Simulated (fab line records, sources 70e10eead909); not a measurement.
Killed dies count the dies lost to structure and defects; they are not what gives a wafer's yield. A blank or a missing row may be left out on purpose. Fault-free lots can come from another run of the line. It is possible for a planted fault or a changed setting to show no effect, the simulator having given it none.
A lot that was struck, set against a sound lot | flow nand_harc | 15 out of 1302 route steps
Sound: wafers L691.3, L691.4, L691.6. Struck: wafer L697.3. (L697.2, L697.6 of the same lot were not struck and are left out.) The cause comes at the end.
At each step with rows: each side's tool, then ch and its chambers, then its first start. Under that, the readings that differ: sound wafers | struck wafers | difference of the means | sigmas: that difference in standard deviations of wafers without a fault.
alike: readings with means less than 2 such deviations apart, plus words and numbers identical on both sides. not compared: withheld readings, readings lacking a value on some wafer, bounds such as >300 that could conceal the same value, and numbers that have no deviation in the record and whose values overlap.
The two part at a step that has a row with sigmas, a row that says differs or no value, or rows on one side only. When numbers do not overlap yet have no deviation, they are printed without sigmas and do not part them. A reading that every wafer of one side lacks parts them only if that side has two wafers or more.

first, 4 steps without rows for these wafers: NHARC_A_DECK1_JOINT_CURE_26 (time 32 s); NHARC_A_DECK1_JOINT_ANNEAL_27 (time 3600 s); NHARC_A_DECK1_JOINT_ANNEAL_28 (time 1800 s); NHARC_A_DECK1_JOINT_ANNEAL_29 (time 1800 s).
NHARC_A_DECK1_JOINT_CMP_02: polishes SiOx.
  sound on cmp-02 ch 1,2,3, day 18 06:56; struck on cmp-04 ch 3, day 20 19:08
  alike: motor_current_A
  not compared: pad_life_wafers
after that, 1 step had no rows for these wafers: NHARC_A_DECK1_JOINT_SRD_15.
NHARC_A_DECK1_JOINT_DEP_16: deposits SiO2, target thk 45 nm.
  sound on pecvd-03 ch 0,1,2, day 18 07:22; struck on pecvd-03 ch 2, day 20 19:32
  alike: heater_power_outer_w, heater_power_w, showerhead_vpp_V, throttle_valve_pct
NHARC_A_DECK1_JOINT_THK_MEAS_17: measures by ellipsometry.
  struck on film_metro-02, day 20 19:50; sound on film_metro-01, day 18 07:35
  reading     | sound          | struck | difference | sigmas
  thk_nm (nm) | 46.8 47.0 46.5 | 44.4   | -2.4       | -2
NHARC_A_DECK1_JOINT_INSPECT_05:
  struck on defect_inspect-02, day 20 19:52; sound on defect_inspect-01, day 18 07:37
  alike: raw_defect_count
next comes 1 step that has no rows for these wafers: NHARC_A_ONON_D2_DEP_00 (target thickness 1000 nm).
NHARC_A_ONON_D2_THK_MEAS_02: measures by ellipsometry.
  struck on film_metro-01, day 20 20:27; sound on film_metro-01, day 18 08:25
  alike: thk_nm
NHARC_A_ONON_D2_DEP_03: target thk 1000 nm.
  sound on pecvd_onon-04 ch 0, day 18 08:38; struck on pecvd_onon-04 ch 0, day 20 20:34
NHARC_A_ONON_D2_THK_MEAS_05: measures by ellipsometry.
  struck on film_metro-02, day 20 21:02; sound on film_metro-01, day 18 09:02
  reading     | sound          | struck | difference | sigmas
  thk_nm (nm) | 1010 1009 1008 | 1439   | +430       | +43
next comes 1 step that has no rows for these wafers: NHARC_A_ONON_D2_DEP_06 (target thickness 1000 nm).
-- record jumps: 12 days between struck wafers' starts before vs after; left off in module A_ONON_D2, resumes in module END, first step shown is number 1302 of the route --
NHARC_END_SORT_01:
  at this point the record logs the struck wafers (prober-02 ch 0, day 33 06:10) and has no rows for the sound ones

WHERE THEY PART
Earliest at NHARC_A_DECK1_JOINT_THK_MEAS_17; latest, in this record, at NHARC_END_SORT_01.

WHY: what had been put in by the simulator
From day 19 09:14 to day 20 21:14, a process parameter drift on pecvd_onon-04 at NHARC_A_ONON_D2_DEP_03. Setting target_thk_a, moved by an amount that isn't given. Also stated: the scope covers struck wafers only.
